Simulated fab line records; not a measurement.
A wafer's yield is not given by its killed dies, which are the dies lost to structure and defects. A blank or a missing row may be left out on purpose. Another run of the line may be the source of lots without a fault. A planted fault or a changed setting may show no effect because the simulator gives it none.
Chamber matching :: flow nand-harc :: rie-si-05 running NHARC_A_DECK1_JOINT_ETCHBACK_07: 4 sister chambers
The step etches the open film in HBr, target depth 105 nm, time 26.9 s. 7 wafers are shown with their chamber, then 8 later ones without.

== WAFERS PAIRED WITH THEIR CHAMBERS ==
wafer: L175.5
chamber: 0
drypump-motor-current-A (A): 6.4
oes-product-au (a.u.): 1.005

wafer: L176.6
chamber: 0
drypump-motor-current-A (A): 6.4
oes-product-au (a.u.): 1.014

wafer: L177.3
chamber: 1
drypump-motor-current-A (A): 6.5
oes-product-au (a.u.): 0.990

wafer: L182.1
chamber: 2
drypump-motor-current-A (A): 5.5
oes-product-au (a.u.): 1.013

wafer: L182.3
chamber: 3
drypump-motor-current-A (A): 6.2
oes-product-au (a.u.): 1.009

wafer: L182.6
chamber: 3
drypump-motor-current-A (A): 6.2
oes-product-au (a.u.): 1.016

wafer: L183.3
chamber: 2
drypump-motor-current-A (A): 5.4
oes-product-au (a.u.): 1.005

== WAFERS MISSING THEIR CHAMBER ==
wafer: L183.4
drypump-motor-current-A (A): 6.4
oes-product-au (a.u.): 1.005

wafer: L183.5
drypump-motor-current-A (A): 6.2
oes-product-au (a.u.): 1.010

wafer: L193.1
drypump-motor-current-A (A): 5.5
oes-product-au (a.u.): 1.005

wafer: L193.2
drypump-motor-current-A (A): 6.4
oes-product-au (a.u.): 0.997

wafer: L193.5
drypump-motor-current-A (A): 6.5
oes-product-au (a.u.): 0.986

wafer: L197.1
drypump-motor-current-A (A): 6.2
oes-product-au (a.u.): 1.004

wafer: L197.3
drypump-motor-current-A (A): 5.4
oes-product-au (a.u.): 1.011

wafer: L197.6
drypump-motor-current-A (A): 6.2
oes-product-au (a.u.): 1.004

== WHICH CHAMBER EACH WENT THROUGH ==
wafer: L183.4
from the rows above: 0
in truth: 0

wafer: L183.5
from the rows above: 3
in truth: 3

wafer: L193.1
from the rows above: 2
in truth: 2

wafer: L193.2
from the rows above: can't be placed: 0 or 1
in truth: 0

wafer: L193.5
from the rows above: 1
in truth: 1

wafer: L197.1
from the rows above: 3
in truth: 3

wafer: L197.3
from the rows above: 2
in truth: 2

wafer: L197.6
from the rows above: 3
in truth: 3
7 of 8 placed correctly. Not placeable from these rows: 1 (in 1, the candidates include the true chamber). Wrongly placed: 0.
How it was worked out, from the rows above alone: a wafer's distance from a chamber is the root of the sum, over the readings, of the square of ((its reading less the chamber's mean) divided by the reading's scatter). If the next closest chamber is less than 2 further off than the closest, the wafer can't be placed; otherwise it belongs to the closest. The mean given for a chamber averages the wafers shown for that chamber. The scatter is the square root of a quotient: the sum, over the shown wafers, of each reading's squared deviation from its chamber's mean, divided by wafers minus chambers.
